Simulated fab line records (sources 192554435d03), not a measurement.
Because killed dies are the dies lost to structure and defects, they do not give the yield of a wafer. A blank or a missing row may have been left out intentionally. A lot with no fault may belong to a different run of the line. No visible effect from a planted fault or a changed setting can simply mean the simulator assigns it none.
Split-lot experiment :: flow n5_finfet :: route with 1938 steps; 7 lots, 39 wafers read

== ON THE SPLIT ==
At N5_BEOL_M9_CVD_78 (deposits Co from CCTBA/H2, target thk 2 nm, time 138.9 s), the setting target_thk_a was moved away from the recipe's 20 angstrom on 15 of the 39 wafers read, by -52.9% to +59.1%. The other wafers ran this setting at the recipe's value.

The reading comes from the split's own step.

== THE READING ==
Co_of_BEOL_M9_CVD_78.thk_nm (the simulator's own value, which no gauge read), in nm, at N5_BEOL_M9_CVD_78 (deposits Co from CCTBA/H2, target thk 2 nm, time 138.9 s). No usual value for it is given in the file. Across the 24 wafers here that went through the recipe, the average is 2.0 nm and the standard deviation 0.081 nm.

wafer: L074.1
tool, chamber at the split: cvd_co-02, 0,2,2
target_thk_a as run, angstrom: 20
against the recipe: recipe
Co_of_BEOL_M9_CVD_78.thk_nm, nm: 2
against lot-mates on the recipe: -

wafer: L074.3
tool, chamber at the split: cvd_co-02, 0,2,2
target_thk_a as run, angstrom: 20
against the recipe: recipe
Co_of_BEOL_M9_CVD_78.thk_nm, nm: 2
against lot-mates on the recipe: -

wafer: L074.6
tool, chamber at the split: cvd_co-02, 0,2,2
target_thk_a as run, angstrom: 20
against the recipe: recipe
Co_of_BEOL_M9_CVD_78.thk_nm, nm: 2
against lot-mates on the recipe: -

wafer: L074.2
tool, chamber at the split: cvd_co-02, 1,0,1
target_thk_a as run, angstrom: 24.76
against the recipe: +23.8%
Co_of_BEOL_M9_CVD_78.thk_nm, nm: 2.4
against lot-mates on the recipe: +0.4

wafer: L074.4
tool, chamber at the split: cvd_co-02, 1,0,1
target_thk_a as run, angstrom: 24.76
against the recipe: +23.8%
Co_of_BEOL_M9_CVD_78.thk_nm, nm: 2.4
against lot-mates on the recipe: +0.4

wafer: L074.5
tool, chamber at the split: cvd_co-02, 1,0,1
target_thk_a as run, angstrom: 24.76
against the recipe: +23.8%
Co_of_BEOL_M9_CVD_78.thk_nm, nm: 2.4
against lot-mates on the recipe: +0.4

wafer: L076.1
tool, chamber at the split: cvd_co-01, 0,1
target_thk_a as run, angstrom: 20
against the recipe: recipe
Co_of_BEOL_M9_CVD_78.thk_nm, nm: 2.2
against lot-mates on the recipe: -

wafer: L076.4
tool, chamber at the split: cvd_co-01, 0,1
target_thk_a as run, angstrom: 20
against the recipe: recipe
Co_of_BEOL_M9_CVD_78.thk_nm, nm: 2.2
against lot-mates on the recipe: -

wafer: L076.2
tool, chamber at the split: cvd_co-01, 2
target_thk_a as run, angstrom: 9.425
against the recipe: -52.9%
Co_of_BEOL_M9_CVD_78.thk_nm, nm: 1
against lot-mates on the recipe: -1.1

wafer: L076.5
tool, chamber at the split: cvd_co-01, 2
target_thk_a as run, angstrom: 9.425
against the recipe: -52.9%
Co_of_BEOL_M9_CVD_78.thk_nm, nm: 1
against lot-mates on the recipe: -1.1

wafer: L076.3
tool, chamber at the split: cvd_co-01, 1
target_thk_a as run, angstrom: 20
against the recipe: recipe
Co_of_BEOL_M9_CVD_78.thk_nm, nm: 2
against lot-mates on the recipe: -

wafer: L076.6
tool, chamber at the split: cvd_co-01, 0
target_thk_a as run, angstrom: 9.425
against the recipe: -52.9%
Co_of_BEOL_M9_CVD_78.thk_nm, nm: 1.2
against lot-mates on the recipe: -0.9

wafer: L077.1
tool, chamber at the split: cvd_co-02, 2,0,1
target_thk_a as run, angstrom: 20
against the recipe: recipe
Co_of_BEOL_M9_CVD_78.thk_nm, nm: 2
against lot-mates on the recipe: -

wafer: L077.2
tool, chamber at the split: cvd_co-02, 2,0,1
target_thk_a as run, angstrom: 20
against the recipe: recipe
Co_of_BEOL_M9_CVD_78.thk_nm, nm: 2
against lot-mates on the recipe: -

wafer: L077.3
tool, chamber at the split: cvd_co-02, 2,0,1
target_thk_a as run, angstrom: 20
against the recipe: recipe
Co_of_BEOL_M9_CVD_78.thk_nm, nm: 2
against lot-mates on the recipe: -

wafer: L077.4
tool, chamber at the split: cvd_co-02, 1,2,0
target_thk_a as run, angstrom: 31.83
against the recipe: +59.1%
Co_of_BEOL_M9_CVD_78.thk_nm, nm: 3.2
against lot-mates on the recipe: +1.2

wafer: L077.5
tool, chamber at the split: cvd_co-02, 1,2,0
target_thk_a as run, angstrom: 31.83
against the recipe: +59.1%
Co_of_BEOL_M9_CVD_78.thk_nm, nm: 3.2
against lot-mates on the recipe: +1.2

wafer: L077.6
tool, chamber at the split: cvd_co-02, 1,2,0
target_thk_a as run, angstrom: 31.83
against the recipe: +59.1%
Co_of_BEOL_M9_CVD_78.thk_nm, nm: 3.2
against lot-mates on the recipe: +1.2

wafer: L090.1
tool, chamber at the split: cvd_co-02, 0
target_thk_a as run, angstrom: 25.48
against the recipe: +27.4%
Co_of_BEOL_M9_CVD_78.thk_nm, nm: 2.4
against lot-mates on the recipe: +0.4

wafer: L090.2
tool, chamber at the split: cvd_co-02, 2
target_thk_a as run, angstrom: 25.48
against the recipe: +27.4%
Co_of_BEOL_M9_CVD_78.thk_nm, nm: 2.6
against lot-mates on the recipe: +0.6

wafer: L090.6
tool, chamber at the split: cvd_co-02, 2
target_thk_a as run, angstrom: 25.48
against the recipe: +27.4%
Co_of_BEOL_M9_CVD_78.thk_nm, nm: 2.6
against lot-mates on the recipe: +0.6

wafer: L090.3
tool, chamber at the split: cvd_co-02, 1,1,0
target_thk_a as run, angstrom: 20
against the recipe: recipe
Co_of_BEOL_M9_CVD_78.thk_nm, nm: 2
against lot-mates on the recipe: -

wafer: L090.4
tool, chamber at the split: cvd_co-02, 1,1,0
target_thk_a as run, angstrom: 20
against the recipe: recipe
Co_of_BEOL_M9_CVD_78.thk_nm, nm: 2
against lot-mates on the recipe: -

wafer: L090.5
tool, chamber at the split: cvd_co-02, 1,1,0
target_thk_a as run, angstrom: 20
against the recipe: recipe
Co_of_BEOL_M9_CVD_78.thk_nm, nm: 2
against lot-mates on the recipe: -

wafer: L091.1
tool, chamber at the split: cvd_co-01, 0
target_thk_a as run, angstrom: 20
against the recipe: recipe
Co_of_BEOL_M9_CVD_78.thk_nm, nm: 2.2
against lot-mates on the recipe: -

wafer: L091.2
tool, chamber at the split: cvd_co-01, 1,0
target_thk_a as run, angstrom: 20
against the recipe: recipe
Co_of_BEOL_M9_CVD_78.thk_nm, nm: 2
against lot-mates on the recipe: -

wafer: L091.4
tool, chamber at the split: cvd_co-01, 1,0
target_thk_a as run, angstrom: 20
against the recipe: recipe
Co_of_BEOL_M9_CVD_78.thk_nm, nm: 2
against lot-mates on the recipe: -

wafer: L092.1
tool, chamber at the split: cvd_co-02, 0
target_thk_a as run, angstrom: 11.91
against the recipe: -40.4%
Co_of_BEOL_M9_CVD_78.thk_nm, nm: 1.2
against lot-mates on the recipe: -0.9

wafer: L092.2
tool, chamber at the split: cvd_co-02, 2
target_thk_a as run, angstrom: 20
against the recipe: recipe
Co_of_BEOL_M9_CVD_78.thk_nm, nm: 2
against lot-mates on the recipe: -

wafer: L092.6
tool, chamber at the split: cvd_co-02, 2
target_thk_a as run, angstrom: 20
against the recipe: recipe
Co_of_BEOL_M9_CVD_78.thk_nm, nm: 2
against lot-mates on the recipe: -

wafer: L092.3
tool, chamber at the split: cvd_co-02, 1
target_thk_a as run, angstrom: 20
against the recipe: recipe
Co_of_BEOL_M9_CVD_78.thk_nm, nm: 2.2
against lot-mates on the recipe: -

wafer: L092.4
tool, chamber at the split: cvd_co-02, 0,1
target_thk_a as run, angstrom: 11.91
against the recipe: -40.4%
Co_of_BEOL_M9_CVD_78.thk_nm, nm: 1.4
against lot-mates on the recipe: -0.7

wafer: L092.5
tool, chamber at the split: cvd_co-02, 0,1
target_thk_a as run, angstrom: 11.91
against the recipe: -40.4%
Co_of_BEOL_M9_CVD_78.thk_nm, nm: 1.4
against lot-mates on the recipe: -0.7

wafer: L096.1
tool, chamber at the split: cvd_co-02, 0,1,1,0,2
target_thk_a as run, angstrom: 20
against the recipe: recipe
Co_of_BEOL_M9_CVD_78.thk_nm, nm: 2
against lot-mates on the recipe: -

wafer: L096.3
tool, chamber at the split: cvd_co-02, 0,1,1,0,2
target_thk_a as run, angstrom: 20
against the recipe: recipe
Co_of_BEOL_M9_CVD_78.thk_nm, nm: 2
against lot-mates on the recipe: -

wafer: L096.4
tool, chamber at the split: cvd_co-02, 0,1,1,0,2
target_thk_a as run, angstrom: 20
against the recipe: recipe
Co_of_BEOL_M9_CVD_78.thk_nm, nm: 2
against lot-mates on the recipe: -

wafer: L096.5
tool, chamber at the split: cvd_co-02, 0,1,1,0,2
target_thk_a as run, angstrom: 20
against the recipe: recipe
Co_of_BEOL_M9_CVD_78.thk_nm, nm: 2
against lot-mates on the recipe: -

wafer: L096.6
tool, chamber at the split: cvd_co-02, 0,1,1,0,2
target_thk_a as run, angstrom: 20
against the recipe: recipe
Co_of_BEOL_M9_CVD_78.thk_nm, nm: 2
against lot-mates on the recipe: -

wafer: L096.2
tool, chamber at the split: cvd_co-02, 2
target_thk_a as run, angstrom: 20
against the recipe: recipe
Co_of_BEOL_M9_CVD_78.thk_nm, nm: 2.2
against lot-mates on the recipe: -
If several chambers appear in one row, that row covers several wafers at once and the file leaves open which wafer was in which chamber.

THE FIT
A straight line over all 39 wafers: Co_of_BEOL_M9_CVD_78.thk_nm changes by +0.0185 nm for each +1% of target_thk_a; r = +0.99; the points scatter about the line by 0.086 nm.
The same after taking each lot's own level away (the mean of its wafers on the recipe; 39 wafers): +0.0196 nm for each +1%; r = +0.99; scatter 0.078 nm.
On that fit, the largest move of target_thk_a shifts the reading by 1.2 nm.
Across the lots, their own levels run from 2.00 to 2.13 nm, a range of 1.6 times the standard deviation given above.
Hence the lot-to-lot level has little effect on the slope; both slopes agree.
Check: with one of the wafers moved furthest among these (+59.1%) left out of the fit, the line predicts +1.15 nm for it against its lot-mates. It came out at +1.2 nm against them.

== THESE WAFERS: OTHER SPLITS ==
Other splits were also applied to these wafers ahead of the reading. Each is held against what the fit with the lots' levels taken away leaves over:
other split on the same wafers: N5_BEOL_M7_TRENCH_ETCH_37 target_depth_a
wafers away from the commonest value: 18
r with Co_of_BEOL_M9_CVD_78.thk_nm (lot level and that fit taken away): +0.06

== THE FILE'S OWN FIT ==
Co_of_BEOL_M9_CVD_78.thk_nm changes by +0.0196 nm for each +1% of target_thk_a, r = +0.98.
